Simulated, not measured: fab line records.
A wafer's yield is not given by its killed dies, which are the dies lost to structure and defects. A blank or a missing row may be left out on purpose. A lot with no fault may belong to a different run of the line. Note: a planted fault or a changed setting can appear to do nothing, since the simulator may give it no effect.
Chamber matching || flow nand-harc || NHARC_A_CONTACT_ETCH_110 on rie-diel-13 has 4 sister chambers
The step etches the open film in CF4/O2, target depth 60 nm, overetch 6 nm, time 33 s. 4 wafers are shown with their chamber, then 12 later ones without.

## WAFERS WITH THEIR CHAMBER
{"wafer": "L086.6", "chamber": 2, "drypump-motor-current-A (A)": 4.8}
{"wafer": "L091.2", "chamber": 1, "drypump-motor-current-A (A)": 6.1}
{"wafer": "L091.3", "chamber": 0, "drypump-motor-current-A (A)": 6.1}
{"wafer": "L091.6", "chamber": 3, "drypump-motor-current-A (A)": 5.3}

## WAFERS MISSING THEIR CHAMBER
{"wafer": "L092.1", "drypump-motor-current-A (A)": 6.2}
{"wafer": "L092.3", "drypump-motor-current-A (A)": 4.9}
{"wafer": "L092.6", "drypump-motor-current-A (A)": 4.8}
{"wafer": "L090.3", "drypump-motor-current-A (A)": 6.1}
{"wafer": "L090.4", "drypump-motor-current-A (A)": 5.3}
{"wafer": "L090.5", "drypump-motor-current-A (A)": 4.8}
{"wafer": "L095.2", "drypump-motor-current-A (A)": 5.3}
{"wafer": "L095.3", "drypump-motor-current-A (A)": 4.9}
{"wafer": "L095.5", "drypump-motor-current-A (A)": 6.1}
{"wafer": "L097.3", "drypump-motor-current-A (A)": 5.3}
{"wafer": "L097.4", "drypump-motor-current-A (A)": 4.9}
{"wafer": "L097.6", "drypump-motor-current-A (A)": 6.1}

## THE CHAMBER EACH PASSED THROUGH
{"wafer": "L092.1", "from the rows above": "can't be placed: 0 or 1", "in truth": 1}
{"wafer": "L092.3", "from the rows above": 2, "in truth": 2}
{"wafer": "L092.6", "from the rows above": 2, "in truth": 2}
{"wafer": "L090.3", "from the rows above": "can't be placed: 0 or 1", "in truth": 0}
{"wafer": "L090.4", "from the rows above": 3, "in truth": 3}
{"wafer": "L090.5", "from the rows above": 2, "in truth": 2}
{"wafer": "L095.2", "from the rows above": 3, "in truth": 3}
{"wafer": "L095.3", "from the rows above": 2, "in truth": 2}
{"wafer": "L095.5", "from the rows above": "can't be placed: 0 or 1", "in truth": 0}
{"wafer": "L097.3", "from the rows above": 3, "in truth": 3}
{"wafer": "L097.4", "from the rows above": 2, "in truth": 2}
{"wafer": "L097.6", "from the rows above": "can't be placed: 0 or 1", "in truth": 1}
Correctly placed: 8 of 12. Not placeable from these rows: 4 (in 4, the candidates include the true chamber). Placed wrongly: 0.
How it was worked out, from the rows above alone: a wafer's distance from a chamber is the root of the sum, over the readings, of the square of ((its reading less the chamber's mean) divided by the reading's scatter). If the next closest chamber is less than 2 further off than the closest, the wafer can't be placed; otherwise it belongs to the closest. The mean given for a chamber averages the wafers shown for that chamber. The scatter (one wafer shown for each chamber): square how far every hidden wafer sits from the nearest shown wafer, average those squares and take the square root.
